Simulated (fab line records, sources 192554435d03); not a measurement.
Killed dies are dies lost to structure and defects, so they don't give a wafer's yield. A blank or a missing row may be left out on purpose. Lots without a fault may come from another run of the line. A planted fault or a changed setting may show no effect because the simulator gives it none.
A struck lot beside a sound one | flow n5_finfet | 40 steps out of a route of 1938
Sound: wafers L510.1, L510.2, L510.3. Struck: wafers L521.2, L521.3, L521.4. The cause comes at the end.
At each step with rows: each side's tool, then ch and its chambers, then its first start. Under that, the readings that differ: sound wafers | struck wafers | difference of the means | sigmas: that difference in standard deviations of wafers without a fault.
alike: readings whose means differ by less than 2 such deviations, and words and numbers that are the same on both sides. not compared: withheld readings, readings that some wafer has no value for, bounds like >300 that may hide the same value, and numbers for which the record gives no deviation and whose values overlap.
The two part at a step that has a row with sigmas, a row that says differs or no value, or rows on one side only. Numbers that don't overlap but have no deviation are shown without sigmas and don't part them. A reading that every wafer of one side lacks parts them only if that side has two wafers or more.

first, 11 steps without rows for these wafers: N5_MOL_CONTACT_COAG_WET_ETCH_116 (etches the open film in SC1-inhibited, target depth 4.6 nm, rinse time 30 s); N5_MOL_CONTACT_COAG_ALD_27 (deposits SiOC, target thk 17 nm, pulse time 1.5 s, time 2720 s); N5_MOL_CONTACT_COAG_CMP_28 (polishes, stops on SiNx, t overpolish 0.85 s, target thk 14.522 nm); N5_MOL_CONTACT_COAG_ALD_123 (deposits SiNx, target thk 5 nm, pulse time 1 s, purge time 2 s); N5_MOL_CONTACT_COAG_PECVD_31 (deposits SiO2 from TEOS/O2, target thk 46 nm, time 8.9 s); N5_MOL_CONTACT_COAG_COAT_75 (time 60 s, resist thk 60 nm); N5_MOL_CONTACT_COAG_COAT_76 (time 60 s, resist thk 10 nm); N5_MOL_CONTACT_COAG_COAT_77 (time 60 s, resist thk 10 nm); N5_MOL_CONTACT_COAG_COAT_78 (resist thk 40 nm); N5_MOL_CONTACT_COAG_EBR_80; N5_MOL_CONTACT_COAG_SOFTBAKE_79 (time 60 s).
N5_MOL_CONTACT_COAG_EXPOSE_81: exposes mask VG, defocus 0 nm.
  sound on euv_scanner-01 ch 0, day 5 17:43; struck on euv_scanner-01 ch 0, day 8 09:31
  reading                                  | sound          | struck      | difference | sigmas
  model.MOL_CONTACT_COAG.overlay_x_nm (nm) | -0.2 -0.2 -0.2 | 4.2 4.2 4.2 | +4.4       |
  alike: mask, reticle_temp_C
then, 2 steps without rows for these wafers: N5_MOL_CONTACT_COAG_PEB_82 (peb time 60 s); N5_MOL_CONTACT_COAG_DEVELOP_83 (develop time 30 s).
N5_MOL_CONTACT_COAG_OVL_MEAS_85:
  sound on overlay-01 ch 0, day 5 17:53; struck on overlay-02 ch 0, day 8 09:41
  reading     | sound        | struck      | difference | sigmas
  VG_OVL (nm) | 0.2 -0.4 0.2 | 4.3 4.0 3.2 | +3.8       | +5
then, 23 steps without rows for these wafers: N5_MOL_CONTACT_COAG_DESCUM_88 (chemistry O2, time 7 s); N5_MOL_CONTACT_COAG_ETCH_89 (etches underlayer in N2/H2, target depth 13 nm, time 10.4 s); N5_MOL_CONTACT_COAG_ETCH_90 (etches SiARC in CF4, target depth 13 nm, time 21.7 s); N5_MOL_CONTACT_COAG_ALD_131 (deposits SiO2, target thk 5 nm, pulse time 1 s, co reactant pulse time 1 s); N5_MOL_CONTACT_COAG_ETCHBACK_132 (etches SiO2 in CHF3, target depth 10 nm, time 6.7 s); N5_MOL_CONTACT_COAG_ETCH_91 (etches SOC in N2/H2, target depth 60 nm, overetch 21 nm, time 101.2 s); N5_MOL_CONTACT_COAG_STRIP_92 (strips in N2/H2); N5_MOL_CONTACT_COAG_STRIP_93 (strips in N2/H2); N5_MOL_CONTACT_COAG_ETCHBACK_135 (etches SiO2 in CHF3, target depth 25 nm, time 16.7 s); N5_MOL_CONTACT_COAG_STRIP_118 (strips in CHF3); N5_MOL_CONTACT_COAG_VIA_ETCH_46 (etches SiO2 in C4F6/O2, target depth 46 nm, overetch 9.2 nm, time 40 s); N5_MOL_CONTACT_COAG_STRIP_96 (strips in N2/H2); N5_MOL_CONTACT_COAG_ETCH_47 (etches SiNx in CH3F/O2, stops on W, target depth 27 nm); N5_MOL_CONTACT_COAG_STRIP_119 (strips in N2/H2, time 30 s); N5_MOL_CONTACT_COAG_PRECLEAN_144 (cleans in alkaline clean, time 60 s); N5_MOL_CONTACT_COAG_SRD_145 (time 30 s); N5_MOL_CONTACT_COAG_COAT_62 (time 60 s, resist thk 60 nm); N5_MOL_CONTACT_COAG_COAT_63 (time 60 s, resist thk 10 nm); N5_MOL_CONTACT_COAG_COAT_64 (time 60 s, resist thk 10 nm); N5_MOL_CONTACT_COAG_COAT_34 (resist thk 40 nm); N5_MOL_CONTACT_COAG_EBR_36; N5_MOL_CONTACT_COAG_SOFTBAKE_35 (time 60 s); N5_MOL_CONTACT_COAG_EXPOSE_37 (exposes mask VD, defocus 0 nm).
-- the record jumps here: 3 days lie between the struck wafers' starts before and after (it left off in module MOL_CONTACT_COAG and takes up again in module BEOL_M4, whose first step shown is number 1111 of the route) --
N5_BEOL_M4_RC_MEAS_101:
  sound on prober-02 ch 0, day 8 21:28; struck on prober-02 ch 0, day 11 20:39
  alike: DIBL_N, DIBL_P, IOFF_N, IOFF_P, ION_N, ION_P, SS_N, SS_P, VT_N, VT_P
-- the record jumps here: 4 days lie between the struck wafers' starts before and after (it left off in module BEOL_M4 and takes up again in module PASSIVATION, whose first step shown is number 1936 of the route) --
N5_PASSIVATION_PROBE_49:
  the record has rows for the struck wafers here (prober-02, day 15 23:38) and none for the sound ones

WHERE THEY PART
First at N5_MOL_CONTACT_COAG_OVL_MEAS_85; last, within this record, at N5_PASSIVATION_PROBE_49.

WHY: what the simulator had put in
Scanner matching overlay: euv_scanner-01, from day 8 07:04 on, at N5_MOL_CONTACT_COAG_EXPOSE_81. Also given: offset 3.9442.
